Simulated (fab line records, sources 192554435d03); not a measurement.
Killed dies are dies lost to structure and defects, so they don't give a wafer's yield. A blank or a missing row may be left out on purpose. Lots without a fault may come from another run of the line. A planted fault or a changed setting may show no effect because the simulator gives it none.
fab line records | flow n5_finfet
record lots=6 wafers=17 last_day=17
route steps=1938 shown BEOL_M0_SAQP@632 BEOL_M4@1111 PASSIVATION@1936
lots that met no fault: from a run of the same line without faults
start_h: hours from the record's first day to the start of the lot's first wafer shown | wait_h: hours since the lot's step before | " the same as in the row above | L1.1+2: a row that stands for several wafers | - no value, or no start given | * or withheld: withheld | < > ~ a bound
route shown NAME@n: a module of which the file shows steps, and the number in the route of the first | usual: mean/standard deviation of fault-free wafers | same: alike in all rows | chamber/n: place in a boat | sites: the reading at each site | _std_site: their standard deviation | _edge_site: outer sites' mean less inner sites' | radius_mm: how far each site lies from the wafer's centre | mask NAME#n: copy n | behind: the tool/chamber that last shaped the wafer | hold: why the lot was held/for how many hours/how that ended | device: the transistor (n, p or np) that didn't switch | end of line: the same wafers' tests at the end of the route | a step without rows: its recipe alone | killed: dies lost to structure and defects at the first sort, not the wafer's yield | map: a wafer's dies, x killed, . not, _ none there
set.NAME: the setting as run; set.NAME@STEP: as run at that earlier step | model.NAME: the simulator's own value behind a step, which no gauge read
lots at some steps of the route; a table a step, a row a wafer
services: from which hour (start_h, from the record's first day; less than 0 if before it) a tool's chamber was out of use, for how many hours, and why
## steps
# step N5_BEOL_M0_SAQP_PECVD_00
# recipe material=SiCN target_thk_a=80 temp_c=withheld precursor=3MS/NH3 pressure_torr=3 rf_w=202 time_s=14
# step N5_BEOL_M0_SAQP_ILD_DEP_01
# recipe material=SiOC target_thk_a=454.19 temp_c=350 precursor=DEMS/O2 pressure_torr=5 rf_w=500 time_s=8.7
# usual heater_power_outer_w=260/40 heater_power_w=486/54 showerhead_plenum_p_Torr=5.697/0.016 throttle_valve_pct=11.8/0.68
# columns lot.wafer tool chamber start_h wait_h heater_power_outer_w heater_power_w showerhead_plenum_p_Torr throttle_valve_pct
L621.2 pecvd-02 0 106.63 0.0 170 371 5.696 13.0
L621.4 " 2 " " 180 383 5.690 11.6
L621.6 " 1 " " 276 472 5.703 11.9
L624.4 pecvd-03 1 127.05 0.0 273 464 5.670 11.8
L624.5 " 2 " " 322 602 5.688 11.6
L629.2 pecvd-03 0 154.39 0.0 244 454 5.682 12.0
L629.5 " 0 " " 247 453 5.690 11.9
L629.6 " 2 " " 325 584 5.675 11.7
L639.4 pecvd-02 0 212.93 0.0 171 380 5.703 13.1
L639.5 " 1 " " 327 539 5.704 12.3
L639.6 " 2 " " 208 428 5.693 11.8
L641.1 pecvd-03 0 226.55 0.0 265 467 5.684 12.0
L641.4 " 2 " " 312 571 5.690 11.6
L641.6 " 0 " " 256 474 5.692 11.9
L644.2 pecvd-04 0 243.81 0.0 213 422 5.721 11.5
L644.4 " 0 " " 217 434 5.715 11.3
L644.5 " 2 " " 304 570 5.703 10.1
# step N5_BEOL_M0_SAQP_HM_DEP_02
# recipe material=TiN target_thk_a=120 temp_c=25 chamber_pressure_pa=0.49996
# step N5_BEOL_M0_SAQP_PECVD_03
# recipe material=SiCN target_thk_a=120 temp_c=withheld precursor=3MS/NH3 pressure_torr=3 rf_w=202 time_s=21.1
# usual showerhead_plenum_p_Torr=3.669/0.013 throttle_valve_pct=8.9/0.55
# columns lot.wafer tool chamber start_h wait_h showerhead_plenum_p_Torr throttle_valve_pct
L621.2 pecvd-02 0 107.56 0.1 3.670 9.8
L621.4 " 0 " " 3.670 9.7
L621.6 " 1 " " 3.682 9.3
L624.4 pecvd-02 1 127.52 0.1 3.679 9.0
L624.5 " 2 " " 3.676 9.0
L629.2 pecvd-03 2 155.93 0.1 3.648 8.8
L629.5 " 2 " " 3.647 8.8
L629.6 " 0 " " 3.652 9.0
L639.4 pecvd-04 0 215.00 0.1 3.678 8.4
L639.5 " 2 " " 3.671 7.8
L639.6 " 0 " " 3.678 8.4
L641.1 pecvd-04 1 227.63 0.1 3.688 9.7
L641.4 " 0 " " 3.683 8.6
L641.6 " 2 " " 3.662 7.7
L644.2 pecvd-04 2 243.99 0.1 3.664 7.9
L644.4 " 2 " " 3.663 7.7
L644.5 " 1 " " 3.692 9.5
# step N5_BEOL_M0_SAQP_PECVD_96
# recipe material=a-Si target_thk_a=450 temp_c=350 precursor=SiH4/He pressure_torr=3 rf_w=100 time_s=45.2
# step N5_BEOL_M0_SAQP_PECVD_97
# recipe material=SiNx target_thk_a=230 temp_c=350 precursor=SiH4/NH3/N2 pressure_torr=1.5 rf_w=300 time_s=19.9
# step N5_BEOL_M0_SAQP_PECVD_04
# recipe material=a-Si target_thk_a=600 temp_c=350 precursor=SiH4/He pressure_torr=3 rf_w=100 time_s=60.2
# usual heater_power_outer_w=368/42 heater_power_w=631/52 showerhead_plenum_p_Torr=5.68/0.052 throttle_valve_pct=17.9/1.1
# columns lot.wafer tool chamber start_h wait_h heater_power_outer_w heater_power_w showerhead_plenum_p_Torr throttle_valve_pct
L621.2 pecvd-02 0 107.68 0.0 287 546 5.66 19.6
L621.4 " 0 " " 285 555 5.66 20.0
L621.6 " 1 " " 407 660 5.72 18.2
L624.4 pecvd-02 1 127.65 0.0 410 662 5.73 18.2
L624.5 " 2 " " 331 596 5.68 17.5
L629.2 pecvd-03 2 156.04 0.0 353 639 5.63 17.7
L629.5 " 2 " " 355 653 5.63 17.7
L629.6 " 0 " " 359 608 5.62 17.9
L639.4 pecvd-04 0 215.19 0.1 337 600 5.74 17.4
L639.5 " 2 " " 391 687 5.67 15.8
L639.6 " 0 " " 346 594 5.74 17.5
L641.1 pecvd-04 1 227.74 0.0 361 636 5.79 18.7
L641.4 " 0 " " 380 652 5.74 17.2
L641.6 " 2 " " 429 688 5.66 15.9
L644.2 pecvd-04 2 244.10 0.0 412 718 5.66 16.2
L644.4 " 2 " " 410 729 5.67 16.0
L644.5 " 1 " " 404 714 5.79 18.9
# step N5_BEOL_M0_SAQP_THK_MEAS_05
# usual thk_nm=60.3/0.91
# columns lot.wafer tool chamber start_h wait_h thk_nm
L621.2 film_metro-02 - 107.78 0.1 59.6
L621.4 " - " " 61.1
L621.6 " - " " 60.2
L624.4 film_metro-01 - 127.72 0.0 60.5
L624.5 " - " " 60.3
L629.2 film_metro-02 - 156.15 0.1 59.6
L629.5 " - " " 60.9
L629.6 " - " " 60.7
L639.4 film_metro-02 - 215.28 0.1 61.6
L639.5 " - " " 61.7
L639.6 " - " " 60.5
L641.1 film_metro-02 - 227.84 0.1 61.6
L641.4 " - " " 62.4
L641.6 " - " " 62.1
L644.2 film_metro-02 - 244.20 0.1 60.7
L644.4 " - " " 61.5
L644.5 " - " " 61.3
# step N5_BEOL_M0_SAQP_HM_DEP_111
# recipe material=SiO2 target_thk_a=120 temp_c=400 precursor=SiH4/N2O pressure_torr=0.75 rf_w=275 time_s=7.2
# usual heater_power_outer_w=476/48 heater_power_w=789/61 showerhead_plenum_p_Torr=8.19/0.15
# columns lot.wafer tool chamber start_h wait_h heater_power_outer_w heater_power_w showerhead_plenum_p_Torr
L621.2 pecvd-03 1 107.81 0.0 463 732 8.02
L621.4 " 1 " " 462 748 8.02
L621.6 " 0 " " 495 798 8.04
L624.4 pecvd-02 1 127.78 0.1 536 821 8.30
L624.5 " 0 " " 398 717 8.14
L629.2 pecvd-04 0 156.19 0.0 447 758 8.35
L629.5 " 0 " " 432 744 8.36
L629.6 " 2 " " 531 884 8.13
L639.4 pecvd-03 2 215.34 0.1 468 798 8.04
L639.5 " 0 " " 460 741 8.04
L639.6 " 1 " " 454 702 8.02
L641.1 pecvd-03 2 227.88 0.0 524 902 8.04
L641.4 " 1 " " 532 794 8.03
L641.6 " 2 " " 539 886 8.06
L644.2 pecvd-03 2 244.23 0.0 477 825 8.06
L644.4 " 2 " " 490 818 8.06
L644.5 " 1 " " 428 680 8.05
# step N5_BEOL_M0_SAQP_COAT_81
# recipe resist=SOC temp_c=250 time_s=60 spin_rpm=1500 resist_thk_nm=100
# step N5_BEOL_M0_SAQP_COAT_82
# recipe resist=SiARC temp_c=220 time_s=60 spin_rpm=1500 resist_thk_nm=30
# step N5_BEOL_M0_SAQP_COAT_08
# recipe resist=CAR-ArF spin_rpm=1500 resist_thk_nm=90
# usual spin_speed_rpm=1499.7/0.8
# columns lot.wafer tool chamber start_h wait_h spin_speed_rpm model.CAR-ArF_of_BEOL_M0_SAQP_COAT_08.thk_nm
L621.2 litho_track-03 0 107.89 - 1498.1 90
L621.4 " 0 " " 1499.3 90.2
L621.6 " 0 " " 1500.3 90
L624.4 litho_track-04 0 127.84 - 1501.4 90
L624.5 " 0 " " 1499.3 90.2
L629.2 litho_track-05 0 156.27 - 1500.6 90.8
L629.5 " 0 " " 1499.3 90.4
L629.6 " 0 " " 1499.7 90.4
L639.4 litho_track-03 0 215.40 - 1500.5 90
L639.5 " 0 " " 1500.6 90
L639.6 " 0 " " 1499.5 90
L641.1 litho_track-05 0 227.96 - 1617.1 86.8
L641.4 " 0 " " 1617.0 86.8
L641.6 " 0 " " 1617.2 87
L644.2 litho_track-05 0 244.32 - 1616.4 86.6
L644.4 " 0 " " 1615.9 86.6
L644.5 " 0 " " 1618.2 86.8
# step N5_BEOL_M0_SAQP_EBR_10
# recipe solvent=PGMEA ebr_width_mm=1.5
# step N5_BEOL_M0_SAQP_SOFTBAKE_09
# recipe temp_c=110 time_s=60 resist=CAR-ArF
# step N5_BEOL_M0_SAQP_EXPOSE_11
# recipe mask_id=M0_CORE na=1.35 source_shape=dipole sigma_inner=0.538 sigma_outer=0.738 polarization=te target_cd_nm=42 dose_mj=55
# step N5_BEOL_M0_SAQP_PEB_12
# recipe peb_temp_c=withheld peb_time_s=60 resist=CAR-ArF
# step N5_BEOL_M0_SAQP_DEVELOP_13
# recipe develop_time_s=30 developer=TMAH resist=CAR-ArF dev_temp_c=23 rinse_liquid=diw dry=air_spin
# step N5_BEOL_M0_SAQP_CD_MEAS_14
# recipe target_cd_nm=42.5 landing_energy_ev=500 detector=se_inlens
# usual cd_nm=42.4/0.59
# columns lot.wafer tool chamber start_h wait_h cd_nm
L621.2 cd_sem-01 0 108.26 - 42.4
L621.4 " 0 " " 41.8
L621.6 " 0 " " 42.7
L624.4 cd_sem-03 0 128.08 - 43.1
L624.5 " 0 " " 43.0
L629.2 cd_sem-03 0 156.66 - 42.4
L629.5 " 0 " " 42.4
L629.6 " 0 " " 42.5
L639.4 cd_sem-01 0 215.77 - 42.0
L639.5 " 0 " " 41.9
L639.6 " 0 " " 41.5
L641.1 cd_sem-03 0 228.32 - 41.6
L641.4 " 0 " " 42.2
L641.6 " 0 " " 41.8
L644.2 cd_sem-01 0 244.68 - 43.2
L644.4 " 0 " " 42.6
L644.5 " 0 " " 42.2
# step N5_BEOL_M0_SAQP_OVL_MEAS_15
# recipe points_per_wafer=44
# usual M0_CORE_OVL=0.1/0.77
# columns lot.wafer tool chamber start_h wait_h M0_CORE_OVL[nm]
L621.2 overlay-01 0 108.29 0.0 0.9
L621.4 " 0 " " 0.4
L621.6 " 0 " " 0.7
L624.4 overlay-02 0 128.11 0.0 0.8
L624.5 " 0 " " 1.5
L629.2 overlay-01 0 156.69 0.0 0.6
L629.5 " 0 " " 0.2
L629.6 " 0 " " -0.2
L639.4 overlay-02 0 215.80 0.0 -1.3
L639.5 " 0 " " 0.5
L639.6 " 0 " " -0.9
L641.1 overlay-01 0 228.35 0.0 -0.6
L641.4 " 0 " " 0.0
L641.6 " 0 " " 0.1
L644.2 overlay-01 0 244.71 0.0 0.9
L644.4 " 0 " " 0.2
L644.5 " 0 " " 0.6
# step N5_BEOL_M0_SAQP_INSPECT_16
# recipe mode=adi inspect_instrument=brightfield
# usual raw_defect_count=479/100
# columns lot.wafer tool chamber start_h wait_h raw_defect_count
L621.2 defect_inspect-02 - 108.31 0.0 399
L621.4 " - " " 553
L621.6 " - " " 410
L624.4 defect_inspect-01 - 128.13 0.0 655
L624.5 " - " " 626
L629.2 defect_inspect-02 - 156.72 0.0 612
L629.5 " - " " 513
L629.6 " - " " 394
L639.4 defect_inspect-01 - 215.82 0.0 505
L639.5 " - " " 468
L639.6 " - " " 424
L641.1 defect_inspect-01 - 228.38 0.0 551
L641.4 " - " " 493
L641.6 " - " " 471
L644.2 defect_inspect-02 - 244.73 0.0 574
L644.4 " - " " 574
L644.5 " - " " 422
# step N5_BEOL_M0_SAQP_DESCUM_19
# recipe chemistry=O2 time_s=7.9 source_power_w=50 bias_power_w=20 pressure_mtorr=20 rf_frequency_hz=2.712e+07 temp_c=40 resist=CAR-ArF o2_flow_sccm=225
# step N5_BEOL_M0_SAQP_ETCH_83
# recipe chemistry=CF4 target=SiARC target_depth_a=390 mask_material=CAR-ArF time_s=65 ion_energy_ev=80 pressure_mtorr=40 source_w=545 bias_w=36 Ar_flow_sccm=100 cf4_flow_sccm=100 ends=cleared
# usual bias_w=36.00/0.11 drypump_motor_current_A=5.7/0.39 etch_rf_on_time_s=64.7/2.3 oes_product_au=0.66/0.067 rf_vpp_V=183.9/1 showerhead_plenum_p_Torr=2.12/0.046 throttle_valve_pct=15.68/0.28
# columns lot.wafer tool chamber start_h wait_h bias_w drypump_motor_current_A etch_rf_on_time_s oes_product_au rf_hours_counter_h rf_vpp_V showerhead_plenum_p_Torr throttle_valve_pct model.CAR-ArF_of_BEOL_M0_SAQP_COAT_08.thk_nm
L621.2 rie_diel-02 3 108.38 0.0 36.00 5.4 65.9 0.71 68 183.6 2.15 15.10 55.2
L621.4 " 0 " " 36.11 6.3 65.7 0.64 177 185.3 2.16 16.02 55.6
L621.6 " 3 " " 35.94 5.3 65.4 0.72 - 183.1 2.15 15.09 55.4
L624.4 rie_diel-01 3 128.20 0.0 36.01 5.4 69.9 0.62 156 183.5 2.15 15.72 56
L624.5 " 3 " " 36.04 5.4 70.2 0.61 - 183.4 2.15 15.72 56.2
L629.2 rie_diel-03 0 156.90 0.0 36.14 5.7 68.5 0.61 177 185.7 2.20 15.64 56.4
L629.5 " 2 " " 36.07 6.0 62.8 0.60 - 181.8 2.01 15.94 55.8
L629.6 " 1 " " 36.00 6.3 64.8 0.66 - 185.9 2.23 15.97 56
L639.4 rie_diel-01 2 215.91 0.0 35.96 6.2 64.4 0.65 - 183.6 2.06 15.64 55.4
L639.5 " 1 " " 35.86 5.5 61.8 0.63 - 184.5 2.14 15.89 55.4
L639.6 " 3 " " 35.90 5.4 70.3 0.60 - 182.8 2.14 15.77 55.6
L641.1 rie_diel-02 0 228.45 0.0 35.98 6.3 66.0 0.61 212 183.2 2.14 16.10 52.2
L641.4 " 3 " " 36.05 5.4 65.7 0.67 104 183.8 2.13 15.18 52.4
L641.6 " 0 " " 36.03 6.3 65.9 0.61 - 183.5 2.14 16.10 52.4
L644.2 rie_diel-02 2 244.98 0.0 35.75 5.1 61.7 0.59 219 183.2 2.11 15.89 52
L644.4 " 0 " " 35.97 6.2 65.7 0.60 219 184.7 2.14 16.12 52
L644.5 " 3 " " 36.07 5.4 66.2 0.67 - 184.2 2.13 15.17 52.2
# step N5_BEOL_M0_SAQP_ETCH_84
# recipe chemistry=N2/H2 target=SOC target_depth_a=1000 overetch_a=200 mask_material=SiARC temp_c=40 time_s=150 ion_energy_ev=200 pressure_mtorr=30 source_w=840 bias_w=150 n2_flow_sccm=200 h2_flow_sccm=200
# usual bias_w=150.0/0.47 drypump_motor_current_A=5.7/0.39 oes_product_au=0.69/0.069 rf_vpp_V=523.2/1.7 showerhead_plenum_p_Torr=2.52/0.059 throttle_valve_pct=17.9/0.34
# columns lot.wafer tool chamber start_h wait_h bias_w drypump_motor_current_A oes_product_au rf_hours_counter_h rf_vpp_V showerhead_plenum_p_Torr throttle_valve_pct
L621.2 rie_diel-02 3 108.43 0.0 149.7 5.3 0.74 68 525.5 2.57 17.4
L621.4 " 0 " " 149.7 6.3 0.67 177 524.1 2.56 18.5
L621.6 " 3 " " 149.8 5.4 0.74 - 523.4 2.56 17.4
L624.4 rie_diel-01 3 128.25 0.0 150.1 5.5 0.67 156 522.7 2.54 17.9
L624.5 " 3 " " 150.1 5.4 0.67 - 524.9 2.54 17.9
L629.2 rie_diel-03 0 156.95 0.0 150.9 5.7 0.66 177 525.8 2.64 17.8
L629.5 " 2 " " 150.1 6.0 0.61 - 521.1 2.37 18.0
L629.6 " 1 " " 149.2 6.3 0.69 - 525.7 2.64 18.2
L639.4 rie_diel-01 2 215.99 0.0 150.1 6.3 0.68 - 522.0 2.45 18.1
L639.5 " 1 " " 150.6 5.5 0.64 - 522.3 2.51 17.9
L639.6 " 3 " " 149.3 5.4 0.65 - 521.8 2.53 17.9
L641.1 rie_diel-02 0 228.50 0.0 149.8 6.3 0.64 212 522.6 2.54 18.5
L641.4 " 3 " " 149.8 5.4 0.71 104 523.9 2.55 17.4
L641.6 " 0 " " 150.6 6.3 0.64 - 523.9 2.54 18.5
L644.2 rie_diel-02 2 245.03 0.0 150.4 5.2 0.61 219 522.4 2.52 18.0
L644.4 " 0 " " 149.8 6.2 0.65 219 523.3 2.54 18.6
L644.5 " 3 " " 149.8 5.4 0.71 - 525.2 2.55 17.4
# step N5_BEOL_M4_RC_MEAS_101
# usual DIBL_N=37.5/2 DIBL_P=37.5/2.5 IOFF_N=0.18/0.042 IOFF_P=0.24/0.046 ION_N=677/15 ION_P=464/9.5 SS_N=72.0/0.76 SS_P=73.6/0.79 VT_N=249/3.5 VT_P=-249/3.2
# columns lot.wafer tool chamber start_h wait_h DIBL_N[mV/V] DIBL_P[mV/V] IOFF_N[nA/um] IOFF_P[nA/um] ION_N[uA/um] ION_P[uA/um] SS_N[mV/dec] SS_P[mV/dec] VT_N[mV] VT_P[mV]
L621.2 prober-01 0 161.50 0.2 38.6 40.2 0.22 0.29 707 482 72.5 73.5 245 -245
L621.4 " 0 " " 41.2 42.7 0.25 0.34 681 467 73.0 74.3 247 -245
L621.6 " 0 " " 40.9 42.3 0.26 0.35 690 467 73.1 74.1 241 -244
L624.4 prober-01 0 181.62 0.5 36.7 37.3 0.16 0.19 664 450 72.0 73.3 253 -253
L624.5 " 0 " " 36.8 36.0 0.19 0.18 656 448 73.0 73.4 250 -256
L629.2 prober-02 0 216.26 0.2 37.4 39.1 0.19 0.25 684 477 71.0 73.2 246 -247
L629.5 " 0 " " 37.1 37.2 0.16 0.20 666 456 71.5 73.4 252 -250
L629.6 " 0 " " 38.7 40.6 0.20 0.28 687 470 72.6 73.9 246 -243
L639.4 prober-01 0 274.13 0.5 40.1 39.0 0.21 0.26 674 465 72.5 73.9 246 -244
L639.5 " 0 " " 40.2 38.9 0.20 0.27 671 464 72.6 74.6 248 -246
L639.6 " 0 " " 38.5 38.0 0.18 0.27 680 470 72.1 73.4 248 -247
L641.1 prober-01 0 290.49 0.0 38.4 36.7 0.21 0.25 700 471 72.7 73.4 246 -247
L641.4 " 0 " " 37.5 37.2 0.20 0.26 697 478 72.6 73.3 245 -246
L641.6 " 0 " " 37.0 36.1 0.19 0.25 688 473 71.2 73.6 245 -247
L644.2 prober-02 0 307.21 0.2 38.2 38.8 0.21 0.24 712 479 72.3 73.4 244 -250
L644.4 " 0 " " 34.5 35.0 0.14 0.19 678 470 70.9 72.2 249 -250
L644.5 " 0 " " 39.4 39.4 0.23 0.24 684 466 73.2 74.1 246 -249
# step N5_PASSIVATION_PROBE_49
# usual defect_limited_yield=91.8/1.5 killed_at_M0_to_M3=33/11 killed_at_M4_up=13/5 killed_at_contacts=11/5.6 killed_at_front_end=36/12 killed_at_other=3.4/2.5 killed_dies=97/18 killed_open=64/13 killed_short=31/6.9 sort_bin_4_leakage=0.01/0.048 sort_bin_5_function=4.8/1 sort_bin_6_memory=3.1/0.64 sort_bin_8_speed=0.00/0.014 sort_n_pass=1083/18 sort_yield_pct=91.8/1.5
# same gross_dies=1180 killed_at_back_side=0
# columns lot.wafer tool chamber start_h wait_h defect_limited_yield[%] killed_at_M0_to_M3 killed_at_M4_up killed_at_contacts killed_at_front_end killed_at_other killed_dies killed_open killed_short sort_bin_4_leakage[%] sort_bin_5_function[%] sort_bin_6_memory[%] sort_bin_8_speed[%] sort_n_pass sort_yield_pct[%]
L621.2 prober-02 - 266.97 0.1 93.4 31 15 16 14 2 78 59 18 0 4.2 2.4 0 1102 93.4
L621.4 prober-02 - 267.07 0.2 93.1 26 12 15 28 1 82 57 24 0 3.6 3.2 0 1098 93.1
L621.6 prober-02 - 267.17 0.3 93.6 28 15 7 25 0 75 50 24 0.08 4.1 2.3 0 1104 93.6
L624.4 prober-01 - 286.25 0.2 89.1 60 22 13 31 3 129 100 29 0 6.7 4.0 0 1051 89.1
L624.5 prober-01 - 286.30 0.2 93.2 18 14 16 28 4 80 55 25 0 4.2 2.1 0 1100 93.2
L629.2 prober-01 - 327.49 0.1 91.5 20 10 23 43 4 100 65 34 0 4.8 3.3 0 1080 91.5
L629.5 prober-01 - 327.64 0.2 91.2 32 13 19 36 4 104 72 32 0 5.2 3.4 0 1076 91.2
L629.6 prober-01 - 327.69 0.3 91.4 35 6 11 38 11 101 65 35 0 4.7 3.6 0 1079 91.4
L639.4 prober-01 - 374.10 0.2 93.1 19 3 12 41 6 81 51 29 0 3.3 3.1 0 1099 93.1
L639.5 prober-01 - 374.15 0.2 93.5 12 12 5 45 3 77 35 30 0 3.1 2.6 0 1103 93.5
L639.6 prober-01 - 374.20 0.3 90.9 39 18 10 33 7 107 58 43 0 5.3 2.8 0 1073 90.9
L641.1 prober-02 - 393.78 0.0 94.0 15 9 18 26 3 71 49 21 0 3.7 2.0 0 1109 94.0
L641.4 prober-02 - 393.93 0.2 94.7 16 10 8 28 0 62 43 14 0 3.2 1.9 0 1118 94.7
L641.6 prober-02 - 394.03 0.3 93.1 32 9 2 38 1 82 53 24 0 3.1 3.2 0.08 1098 93.1
L644.2 prober-01 - 409.50 0.1 92.1 29 14 9 30 11 93 60 32 0 5.0 2.7 0 1087 92.1
L644.4 prober-01 - 409.60 0.2 92.4 32 15 12 25 6 90 70 20 0 4.5 3.1 0 1090 92.4
L644.5 prober-01 - 409.65 0.2 91.8 44 10 8 32 3 97 63 34 0 4.5 3.6 0 1083 91.8
# killed by level:class
L621.2 BEOL_M3:geometric_particle:open=12 MOL_CONTACT_COAG:geometric_particle:open=11 BEOL_M4:geometric_particle:open=6 BEOL_M1:geometric_particle:open=6 MOL_CONTACT_COAG:geometric_particle:short=5 BEOL_M0_SAQP:geometric_particle:open=5 FIN_SAQP:geometric_particle:open=4 BEOL_M2:geometric_particle:open=4
L621.4 MOL_CONTACT_COAG:geometric_particle:open=13 BEOL_M3:geometric_particle:open=6 FIN_SAQP:geometric_particle:open=5 FIN_SAQP:geometric_particle:short=5 STI_FIN_REVEAL:geometric_particle:open=4 BEOL_M0_SAQP:geometric_particle:short=4 BEOL_M0:geometric_particle:open=4 GATE_CUT:geometric_particle:open=3
L621.6 BEOL_M3:geometric_particle:open=9 MOL_CONTACT_COAG:geometric_particle:open=6 BEOL_M1:geometric_particle:open=6 FIN_SAQP:geometric_particle:open=5 BEOL_M4:geometric_particle:open=5 FIN_SAQP:geometric_particle:short=4 BEOL_M0:geometric_particle:open=4 GATE_CUT:geometric_particle:short=3
L624.4 BEOL_M0_SAQP:geometric_particle:open=20 BEOL_M4:geometric_particle:open=16 BEOL_M3:geometric_particle:open=14 FIN_SAQP:geometric_particle:open=13 BEOL_M0_SAQP:geometric_particle:short=12 MOL_CONTACT_COAG:geometric_particle:open=8 STI_FIN_REVEAL:geometric_particle:open=7 MOL_CONTACT_COAG:geometric_particle:short=5
L624.5 MOL_CONTACT_COAG:geometric_particle:open=11 FIN_SAQP:geometric_particle:open=8 BEOL_M3:geometric_particle:open=8 BEOL_M4:geometric_particle:open=8 MOL_CONTACT_COAG:geometric_particle:short=5 STARTING-WAFER:geometric_particle:short=5 GATE_CUT:geometric_particle:short=4 STI_FIN_REVEAL:geometric_particle:open=3
L629.2 MOL_CONTACT_COAG:geometric_particle:open=18 FIN_SAQP:geometric_particle:short=11 BEOL_M1:geometric_particle:open=8 STI_FIN_REVEAL:geometric_particle:open=6 FIN_SAQP:geometric_particle:open=5 MOL_CONTACT_COAG:geometric_particle:short=5 STARTING-WAFER:geometric_particle:short=5 STARTING-WAFER:geometric_particle:open=5
L629.5 MOL_CONTACT_COAG:geometric_particle:open=13 STI_FIN_REVEAL:geometric_particle:open=12 BEOL_M2:geometric_particle:open=7 BEOL_M3:geometric_particle:open=7 FIN_SAQP:geometric_particle:open=6 MOL_CONTACT_COAG:geometric_particle:short=6 BEOL_M0_SAQP:geometric_particle:short=6 BEOL_M0_SAQP:geometric_particle:open=5
L629.6 MOL_CONTACT_COAG:geometric_particle:open=11 BEOL_M2:geometric_particle:open=10 BEOL_M3:geometric_particle:open=9 FIN_SAQP:geometric_particle:short=6 STI_FIN_REVEAL:geometric_particle:open=6 FIN_SAQP:geometric_particle:open=5 GATE_CUT:geometric_particle:short=5 BEOL_M0_SAQP:geometric_particle:short=5
L639.4 FIN_SAQP:geometric_particle:short=15 FIN_SAQP:geometric_particle:open=11 MOL_CONTACT_COAG:geometric_particle:open=8 BEOL_M3:geometric_particle:open=8 STI_FIN_REVEAL:geometric_particle:open=5 STARTING-WAFER:geometric_particle:open=4 MOL_CONTACT_COAG:geometric_particle:short=3 BEOL_M0_SAQP:geometric_particle:open=3
L639.5 FIN_SAQP:geometric_particle:open=11 FIN_SAQP:geometric_particle:short=10 HKMG_FIN:area_etch=8 GATE_CUT:geometric_particle:short=5 BEOL_M4:geometric_particle:short=5 MOL_CONTACT_COAG:geometric_particle:open=3 BEOL_M2:geometric_particle:open=3 SDB:geometric_particle:short=2
L639.6 BEOL_M3:geometric_particle:open=16 MOL_CONTACT_COAG:geometric_particle:open=9 BEOL_M0:geometric_particle:short=7 FIN_SAQP:geometric_particle:short=5 FIN_SAQP:geometric_particle:open=4 BEOL_M2:geometric_particle:open=4 BEOL_M6:geometric_particle:open=4 HKMG_FIN:area_etch=4
L641.1 MOL_CONTACT_COAG:geometric_particle:open=15 STI_FIN_REVEAL:geometric_particle:open=13 BEOL_M1:geometric_particle:open=7 STI_FIN_REVEAL:geometric_particle:short=4 BEOL_M8:geometric_particle:open=4 MOL_CONTACT_COAG:geometric_particle:short=3 BEOL_M1:geometric_particle:short=3 STARTING-WAFER:geometric_particle:short=3
L641.4 STI_FIN_REVEAL:geometric_particle:open=12 BEOL_M1:geometric_particle:open=8 MOL_CONTACT_COAG:geometric_particle:open=6 FIN_SAQP:geometric_particle:short=4 BEOL_M6:geometric_particle:open=3 FIN_SAQP:geometric_particle:open=2 STI_FIN_REVEAL:geometric_particle:short=2 MOL_CONTACT_COAG:geometric_particle:short=2
L641.6 STI_FIN_REVEAL:geometric_particle:open=13 BEOL_M1:geometric_particle:open=10 DUMMY_GATE:geometric_particle:open=6 BEOL_M2:geometric_particle:open=6 BEOL_M0_SAQP:geometric_particle:short=5 BEOL_M1:geometric_particle:short=5 GATE_CUT:geometric_particle:open=3 FIN_SAQP:geometric_particle:open=2
L644.2 FIN_SAQP:geometric_particle:short=9 MOL_CONTACT_COAG:geometric_particle:open=7 BEOL_M0_SAQP:geometric_particle:short=7 BEOL_M2:geometric_particle:open=7 BEOL_M0_SAQP:geometric_particle:open=6 FIN_SAQP:geometric_particle:open=5 BEOL_M4:geometric_particle:open=5 BEOL_M5:geometric_particle:open=5
L644.4 MOL_CONTACT_COAG:geometric_particle:open=10 BEOL_M2:geometric_particle:open=10 FIN_SAQP:geometric_particle:open=6 BEOL_M5:geometric_particle:open=6 BEOL_M0_SAQP:geometric_particle:short=6 BEOL_M3:geometric_particle:open=5 STI_FIN_REVEAL:geometric_particle:open=4 BEOL_M0_SAQP:geometric_particle:open=4
L644.5 BEOL_M3:geometric_particle:open=13 BEOL_M0_SAQP:geometric_particle:short=9 FIN_SAQP:geometric_particle:open=8 FIN_SAQP:geometric_particle:short=8 MOL_CONTACT_COAG:geometric_particle:open=7 BEOL_M0_SAQP:geometric_particle:open=7 DUMMY_GATE:geometric_particle:open=5 BEOL_M2:geometric_particle:open=5
## services
# columns tool chamber start_h hours kind
rie_diel-01 2 96.68 7.6 repair
pecvd-04 - 105.09 5.5 pm
pecvd-03 - 122.85 0.5 repair
pecvd-03 2 133.50 2.1 scheduled_down
rie_diel-01 0 137.19 2.4 repair
pecvd-04 - 137.74 1.3 repair
pecvd-04 2 140.57 11.5 repair
pecvd-02 2 142.43 2.1 scheduled_down
pecvd-02 1 152.91 1.9 repair
rie_diel-01 3 176.74 8.3 repair
pecvd-04 - 180.14 0.9 repair
rie_diel-03 2 181.29 - clean
rie_diel-03 2 181.29 - consumable_replace:focus_ring
rie_diel-03 2 181.29 - consumable_replace:showerhead
rie_diel-03 2 181.29 19.7 scheduled_down
rie_diel-03 2 181.29 19.7 vent_cycle
pecvd-04 1 209.48 10.2 repair
litho_track-03 - 211.68 - consumable_replace:filter
pecvd-03 - 221.28 2.8 pm
pecvd-02 - 225.45 14.6 pm
rie_diel-03 - 234.90 15.6 pm
## key
first_sign step=N5_BEOL_M0_SAQP_COAT_08 reading=spin_speed_rpm direction=up sigmas=99+ usual=* struck=*
effect none on later readings
model_effect step=N5_BEOL_M0_SAQP_COAT_08 value=CAR-ArF_of_BEOL_M0_SAQP_COAT_08.thk_nm without=90.13 struck=86.77
model_effect step=N5_BEOL_M0_SAQP_ETCH_83 value=CAR-ArF_of_BEOL_M0_SAQP_COAT_08.thk_nm without=55.5 struck=52.2
met_at N5_BEOL_M0_SAQP_COAT_08
struck_wafers L641.1,L641.4,L641.6,L644.2,L644.4,L644.5
onset_between 156.27 227.96
fault kind=process_parameter_drift tool=litho_track-05 chamber=- onset_h=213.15 steps=N5_BEOL_M0_SAQP_COAT_08 channel=spin_rpm offset=* shape=step end_h=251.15 acts_in=* stated=*
